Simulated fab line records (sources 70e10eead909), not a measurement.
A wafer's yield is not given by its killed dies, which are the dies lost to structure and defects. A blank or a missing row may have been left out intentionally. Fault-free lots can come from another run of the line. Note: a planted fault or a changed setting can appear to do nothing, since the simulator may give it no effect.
fab line records / flow nandHarc
record: lots: 7 wafers: 21 lastDay: 31
route steps=1302 shown A_STAIRCASE@684
lots untouched by any fault: they come from a run of this same line in which no faults occurred
startH: hours from the record's first day to the start of the lot's first wafer shown / waitH: time in hours since the lot's previous step / " repeats the value in the row above / L1.1+2: one row covering several wafers at once / - no value, or no start was given / * or withheld: withheld / < > ~ a bound
route shown NAME@n: names a module that has steps shown in the file, with the first one's number in the route / usual: mean/standard deviation taken from wafers without a fault / same: alike in all rows / chamber/n: place in a boat / sites: per-site readings / _std_site: standard deviation across them / _edge_site: the outer-site mean with the inner-site mean subtracted / radiusMm: for every site, how far away it sits from the centre of the wafer / mask NAME#n: copy n / behind: tool/chamber where the wafer was last shaped / hold: the reason the lot was held/the length of the hold in hours/how it ended / device: the transistor (n, p or np) that didn't switch / end of line: the same wafers' tests at the end of the route / where a step has no rows: the recipe by itself / killed: dies lost to structure and defects at the first sort, not the wafer's yield / map: shows each die of a wafer: x if killed, . if not, _ if none is there
set.NAME: the setting the step ran with; set.NAME@STEP: the setting that earlier step ran with / model.NAME: the simulator's own value behind a step, which no gauge read
a table for each step, a row for each wafer; lots at some steps of the route
services: a tool's chamber out of use, with start hour (startH, from the record's first day; less than 0 if before it), hours out, and reason
== steps ==
step: NHARC_A_STAIRCASE_ETCH_27
recipe: targetDepthA: 1000 timeS: 40.5 ionEnergyEv: 400 c4f8FlowSccm: 20 o2FlowSccm: 10 arFlowSccm: withheld rfW: 600 biasW: 1000 chemistry: C4F8/O2
usual: oesProductAu: 0.948/0.022 rfVppV: 896/6.3
lot.wafer=L333.4 tool=rieDiel-11 chamber=3 startH=- waitH=- oesProductAu=0.955 rfHoursCounterH=31 rfVppV=894
lot.wafer=L333.2 tool=rieDiel-11 chamber=2 startH=- waitH=- oesProductAu=0.910 rfHoursCounterH=27 rfVppV=905
lot.wafer=L333.5 tool=rieDiel-11 chamber=0 startH=- waitH=- oesProductAu=0.936 rfHoursCounterH=- rfVppV=901
lot.wafer=L335.2 tool=rieDiel-10 chamber=1 startH=- waitH=- oesProductAu=0.940 rfHoursCounterH=41 rfVppV=898
lot.wafer=L335.4 tool=rieDiel-10 chamber=2 startH=- waitH=- oesProductAu=0.965 rfHoursCounterH=39 rfVppV=896
lot.wafer=L335.6 tool=rieDiel-10 chamber=0 startH=- waitH=- oesProductAu=0.941 rfHoursCounterH=- rfVppV=896
lot.wafer=L340.3 tool=rieDiel-05 chamber=0 startH=- waitH=- oesProductAu=0.961 rfHoursCounterH=1 rfVppV=891
lot.wafer=L340.6 tool=rieDiel-05 chamber=2 startH=- waitH=- oesProductAu=0.937 rfHoursCounterH=- rfVppV=889
lot.wafer=L340.4 tool=rieDiel-05 chamber=1 startH=- waitH=- oesProductAu=0.948 rfHoursCounterH=- rfVppV=903
lot.wafer=L339.3 tool=rieDiel-05 chamber=2 startH=- waitH=- oesProductAu=0.955 rfHoursCounterH=2 rfVppV=888
lot.wafer=L339.2 tool=rieDiel-05 chamber=0 startH=- waitH=- oesProductAu=0.961 rfHoursCounterH=2 rfVppV=890
lot.wafer=L339.5 tool=rieDiel-05 chamber=1 startH=- waitH=- oesProductAu=0.942 rfHoursCounterH=- rfVppV=904
lot.wafer=L341.1 tool=rieDiel-05 chamber=1 startH=433.26 waitH=- oesProductAu=0.998 rfHoursCounterH=5 rfVppV=903
lot.wafer=L341.6 tool=rieDiel-05 chamber=1 startH=433.26 waitH=- oesProductAu=1.012 rfHoursCounterH=- rfVppV=903
lot.wafer=L341.4 tool=rieDiel-05 chamber=2 startH=433.26 waitH=- oesProductAu=1.011 rfHoursCounterH=- rfVppV=888
lot.wafer=L348.3 tool=rieDiel-10 chamber=2 startH=- waitH=- oesProductAu=0.945 rfHoursCounterH=34 rfVppV=895
lot.wafer=L348.1 tool=rieDiel-10 chamber=1 startH=- waitH=- oesProductAu=0.943 rfHoursCounterH=18 rfVppV=897
lot.wafer=L348.6 tool=rieDiel-10 chamber=3 startH=- waitH=- oesProductAu=0.938 rfHoursCounterH=- rfVppV=904
lot.wafer=L350.4 tool=rieDiel-11 chamber=3 startH=- waitH=- oesProductAu=0.970 rfHoursCounterH=27 rfVppV=895
lot.wafer=L350.3 tool=rieDiel-11 chamber=0 startH=- waitH=- oesProductAu=0.925 rfHoursCounterH=26 rfVppV=901
lot.wafer=L350.6 tool=rieDiel-11 chamber=2 startH=- waitH=- oesProductAu=0.922 rfHoursCounterH=- rfVppV=903
step: NHARC_A_STAIRCASE_STRIP_175
recipe: powerW: 1500 tempC: 250 chemistry: O2
usual: drypumpMotorCurrentA: 6.1/0.56 heaterPowerW: 305/25
lot.wafer=L333.2 tool=plasmaAsher-02 chamber=0 startH=358.32 waitH=0.1 drypumpMotorCurrentA=6.1 heaterPowerW=324 rfHoursCounterH=25
lot.wafer=L333.4 tool=plasmaAsher-02 chamber=1 startH=358.32 waitH=0.1 drypumpMotorCurrentA=6.6 heaterPowerW=263 rfHoursCounterH=-
lot.wafer=L333.5 tool=plasmaAsher-02 chamber=1 startH=358.32 waitH=0.1 drypumpMotorCurrentA=6.6 heaterPowerW=265 rfHoursCounterH=-
lot.wafer=L335.2 tool=plasmaAsher-02 chamber=1 startH=368.93 waitH=0.1 drypumpMotorCurrentA=6.6 heaterPowerW=265 rfHoursCounterH=27
lot.wafer=L335.4 tool=plasmaAsher-02 chamber=1 startH=368.93 waitH=0.1 drypumpMotorCurrentA=6.5 heaterPowerW=270 rfHoursCounterH=-
lot.wafer=L335.6 tool=plasmaAsher-02 chamber=1 startH=368.93 waitH=0.1 drypumpMotorCurrentA=6.6 heaterPowerW=265 rfHoursCounterH=-
lot.wafer=L340.4 tool=plasmaAsher-01 chamber=0 startH=421.26 waitH=0.2 drypumpMotorCurrentA=6.3 heaterPowerW=313 rfHoursCounterH=-
lot.wafer=L340.3 tool=plasmaAsher-01 chamber=1 startH=421.26 waitH=0.2 drypumpMotorCurrentA=4.9 heaterPowerW=333 rfHoursCounterH=-
lot.wafer=L340.6 tool=plasmaAsher-01 chamber=1 startH=421.26 waitH=0.2 drypumpMotorCurrentA=4.9 heaterPowerW=332 rfHoursCounterH=-
lot.wafer=L339.2 tool=plasmaAsher-02 chamber=0 startH=421.50 waitH=0.1 drypumpMotorCurrentA=6.1 heaterPowerW=330 rfHoursCounterH=39
lot.wafer=L339.3 tool=plasmaAsher-02 chamber=0 startH=421.50 waitH=0.1 drypumpMotorCurrentA=6.1 heaterPowerW=328 rfHoursCounterH=-
lot.wafer=L339.5 tool=plasmaAsher-02 chamber=0 startH=421.50 waitH=0.1 drypumpMotorCurrentA=6.1 heaterPowerW=328 rfHoursCounterH=-
lot.wafer=L341.1 tool=plasmaAsher-01 chamber=0 startH=433.53 waitH=0.2 drypumpMotorCurrentA=6.3 heaterPowerW=321 rfHoursCounterH=14
lot.wafer=L341.4 tool=plasmaAsher-01 chamber=0 startH=433.53 waitH=0.2 drypumpMotorCurrentA=6.3 heaterPowerW=323 rfHoursCounterH=-
lot.wafer=L341.6 tool=plasmaAsher-01 chamber=1 startH=433.53 waitH=0.2 drypumpMotorCurrentA=4.9 heaterPowerW=341 rfHoursCounterH=-
lot.wafer=L348.1 tool=plasmaAsher-02 chamber=1 startH=513.72 waitH=0.2 drypumpMotorCurrentA=6.6 heaterPowerW=278 rfHoursCounterH=19
lot.wafer=L348.3 tool=plasmaAsher-02 chamber=0 startH=513.72 waitH=0.2 drypumpMotorCurrentA=6.1 heaterPowerW=318 rfHoursCounterH=-
lot.wafer=L348.6 tool=plasmaAsher-02 chamber=0 startH=513.72 waitH=0.2 drypumpMotorCurrentA=6.1 heaterPowerW=317 rfHoursCounterH=-
lot.wafer=L350.3 tool=plasmaAsher-01 chamber=1 startH=529.48 waitH=0.2 drypumpMotorCurrentA=5.0 heaterPowerW=337 rfHoursCounterH=-
lot.wafer=L350.4 tool=plasmaAsher-01 chamber=0 startH=529.48 waitH=0.2 drypumpMotorCurrentA=6.3 heaterPowerW=306 rfHoursCounterH=-
lot.wafer=L350.6 tool=plasmaAsher-01 chamber=0 startH=529.48 waitH=0.2 drypumpMotorCurrentA=6.3 heaterPowerW=295 rfHoursCounterH=-
step: NHARC_A_STAIRCASE_STRIP_148
recipe: timeS: 900 tempC: 130 chemistry: SPM
step: NHARC_A_STAIRCASE_PRECLEAN_149
recipe: timeS: * tempC: 50 bathAgeMin: 0 chemistry: SC1
step: NHARC_A_STAIRCASE_SRD_150
step: NHARC_A_STAIRCASE_DEHYDRATE_176
recipe: tempC: 150 timeS: 120
step: NHARC_A_STAIRCASE_HMDS_177
recipe: timeS: 30
step: NHARC_A_STAIRCASE_COAT_178
recipe: spinRpm: 1200
step: NHARC_A_STAIRCASE_SOFTBAKE_179
recipe: tempC: 135 timeS: 170
step: NHARC_A_STAIRCASE_EBR_180
step: NHARC_A_STAIRCASE_EXPOSE_181
recipe: na: 0.5 doseMj: 27.87 maskId: STAIR_2
step: NHARC_A_STAIRCASE_PEB_182
recipe: pebTempC: 115 pebTimeS: 130
usual: chillPlateTempC: 23.01/0.11 exhaustPa: 45.1/0.85 plateTempC: 114.98/0.14 resistLineTempC: 22.99/0.097
lot.wafer=L333.2 tool=lithoTrack-03 chamber=0 startH=359.62 waitH=0.1 chillPlateTempC=22.85 exhaustPa=44.0 plateTempC=115.04 resistLineTempC=23.02
lot.wafer=L333.4 tool=lithoTrack-03 chamber=0 startH=359.62 waitH=0.1 chillPlateTempC=22.90 exhaustPa=45.6 plateTempC=115.16 resistLineTempC=23.11
lot.wafer=L333.5 tool=lithoTrack-03 chamber=0 startH=359.62 waitH=0.1 chillPlateTempC=22.82 exhaustPa=43.2 plateTempC=114.92 resistLineTempC=22.94
lot.wafer=L335.2 tool=lithoTrack-07 chamber=0 startH=370.10 waitH=0.1 chillPlateTempC=23.26 exhaustPa=45.2 plateTempC=115.03 resistLineTempC=23.07
lot.wafer=L335.4 tool=lithoTrack-07 chamber=0 startH=370.10 waitH=0.1 chillPlateTempC=23.13 exhaustPa=46.1 plateTempC=115.20 resistLineTempC=22.95
lot.wafer=L335.6 tool=lithoTrack-07 chamber=0 startH=370.10 waitH=0.1 chillPlateTempC=23.11 exhaustPa=44.4 plateTempC=115.01 resistLineTempC=22.97
lot.wafer=L340.3 tool=lithoTrack-07 chamber=- startH=422.38 waitH=0.1 chillPlateTempC=- exhaustPa=- plateTempC=- resistLineTempC=-
lot.wafer=L340.4 tool=lithoTrack-07 chamber=- startH=422.38 waitH=0.1 chillPlateTempC=- exhaustPa=- plateTempC=- resistLineTempC=-
lot.wafer=L340.6 tool=lithoTrack-07 chamber=- startH=422.38 waitH=0.1 chillPlateTempC=- exhaustPa=- plateTempC=- resistLineTempC=-
lot.wafer=L339.2 tool=lithoTrack-03 chamber=- startH=422.72 waitH=0.1 chillPlateTempC=- exhaustPa=- plateTempC=- resistLineTempC=-
lot.wafer=L339.3 tool=lithoTrack-03 chamber=- startH=422.72 waitH=0.1 chillPlateTempC=- exhaustPa=- plateTempC=- resistLineTempC=-
lot.wafer=L339.5 tool=lithoTrack-03 chamber=- startH=422.72 waitH=0.1 chillPlateTempC=- exhaustPa=- plateTempC=- resistLineTempC=-
lot.wafer=L341.1 tool=lithoTrack-03 chamber=- startH=434.70 waitH=0.1 chillPlateTempC=- exhaustPa=- plateTempC=- resistLineTempC=-
lot.wafer=L341.4 tool=lithoTrack-03 chamber=- startH=434.70 waitH=0.1 chillPlateTempC=- exhaustPa=- plateTempC=- resistLineTempC=-
lot.wafer=L341.6 tool=lithoTrack-03 chamber=- startH=434.70 waitH=0.1 chillPlateTempC=- exhaustPa=- plateTempC=- resistLineTempC=-
lot.wafer=L348.1 tool=lithoTrack-02 chamber=0 startH=514.93 waitH=0.1 chillPlateTempC=23.05 exhaustPa=46.6 plateTempC=114.89 resistLineTempC=23.00
lot.wafer=L348.3 tool=lithoTrack-02 chamber=0 startH=514.93 waitH=0.1 chillPlateTempC=23.07 exhaustPa=43.5 plateTempC=115.06 resistLineTempC=22.97
lot.wafer=L348.6 tool=lithoTrack-02 chamber=0 startH=514.93 waitH=0.1 chillPlateTempC=22.94 exhaustPa=46.2 plateTempC=115.15 resistLineTempC=23.11
lot.wafer=L350.3 tool=lithoTrack-07 chamber=0 startH=530.59 waitH=0.0 chillPlateTempC=22.84 exhaustPa=43.4 plateTempC=114.77 resistLineTempC=23.00
lot.wafer=L350.4 tool=lithoTrack-07 chamber=0 startH=530.59 waitH=0.0 chillPlateTempC=22.91 exhaustPa=44.0 plateTempC=114.67 resistLineTempC=23.09
lot.wafer=L350.6 tool=lithoTrack-07 chamber=0 startH=530.59 waitH=0.0 chillPlateTempC=23.04 exhaustPa=44.8 plateTempC=114.69 resistLineTempC=23.10
step: NHARC_A_STAIRCASE_DEVELOP_183
recipe: timeS: 140
== services ==
tool=rieDiel-05 chamber=0 startH=338.44 hours=- kind=clean
tool=rieDiel-05 chamber=1 startH=338.44 hours=- kind=clean
tool=rieDiel-05 chamber=2 startH=338.44 hours=- kind=clean
tool=rieDiel-05 chamber=3 startH=338.44 hours=- kind=clean
tool=plasmaAsher-01 chamber=- startH=342.00 hours=9.0 kind=pm
tool=plasmaAsher-01 chamber=0 startH=342.00 hours=9.0 kind=ventCycle
tool=plasmaAsher-01 chamber=1 startH=342.00 hours=9.0 kind=ventCycle
tool=plasmaAsher-01 chamber=- startH=388.88 hours=10.2 kind=repair
tool=lithoTrack-02 chamber=- startH=402.01 hours=7.0 kind=pm
tool=rieDiel-05 chamber=- startH=408.41 hours=9.0 kind=pm
tool=rieDiel-11 chamber=- startH=416.68 hours=0.2 kind=repair
tool=rieDiel-10 chamber=- startH=419.84 hours=9.0 kind=pm
tool=lithoTrack-07 chamber=- startH=426.00 hours=7.0 kind=pm
tool=plasmaAsher-02 chamber=- startH=426.42 hours=9.0 kind=pm
tool=plasmaAsher-02 chamber=0 startH=426.42 hours=9.0 kind=ventCycle
tool=plasmaAsher-02 chamber=1 startH=426.42 hours=9.0 kind=ventCycle
tool=rieDiel-10 chamber=1 startH=432.20 hours=13.8 kind=repair
tool=plasmaAsher-02 chamber=0 startH=435.42 hours=- kind=clean
tool=plasmaAsher-02 chamber=1 startH=435.42 hours=- kind=clean
tool=lithoTrack-03 chamber=- startH=450.00 hours=7.0 kind=pm
tool=plasmaAsher-01 chamber=- startH=466.89 hours=15.7 kind=repair
tool=plasmaAsher-01 chamber=- startH=484.48 hours=2.4 kind=repair
tool=plasmaAsher-01 chamber=- startH=519.00 hours=9.0 kind=pm
tool=rieDiel-11 chamber=0 startH=520.39 hours=3.2 kind=repair
== key ==
firstSign: step: NHARC_A_STAIRCASE_PEB_182 reading: toolRecord direction: missing
effect none on later readings
metAt NHARC_A_STAIRCASE_PEB_182
struckWafers L339.2,L339.3,L339.5,L340.3,L340.4,L340.6,L341.1,L341.4,L341.6
laterRowsLeftOut L339.2,L339.3,L339.5,L340.3,L340.4,L340.6,L341.1,L341.4,L341.6
sortLeftOut L339.2,L339.3,L339.5,L340.3,L340.4,L340.6,L341.1,L341.4,L341.6
testerLeftOut L339,L340,L341
onsetBetween 370.10 422.38
fault: kind: skippedStepWhole tool: lithoTrack-03,lithoTrack-07 chamber: - onsetH: 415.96 steps: NHARC_A_STAIRCASE_PEB_182 scope: struckLotsOnly
testerLeftOut: of these lots the tester's yield and bins aren't shown, on N5 and GAA mostly nor the transistor test; their killed dies are dies lost to structure and defects alone, not to doping, threshold or leakage, so they don't give the yield
sortLeftOut: the simulated sort isn't trusted on such a fault, so these wafers' sort isn't shown, and their yield isn't known
laterRowsLeftOut: the simulator's readings of these wafers behind a module that went badly wrong aren't trusted and aren't shown, but for the sort
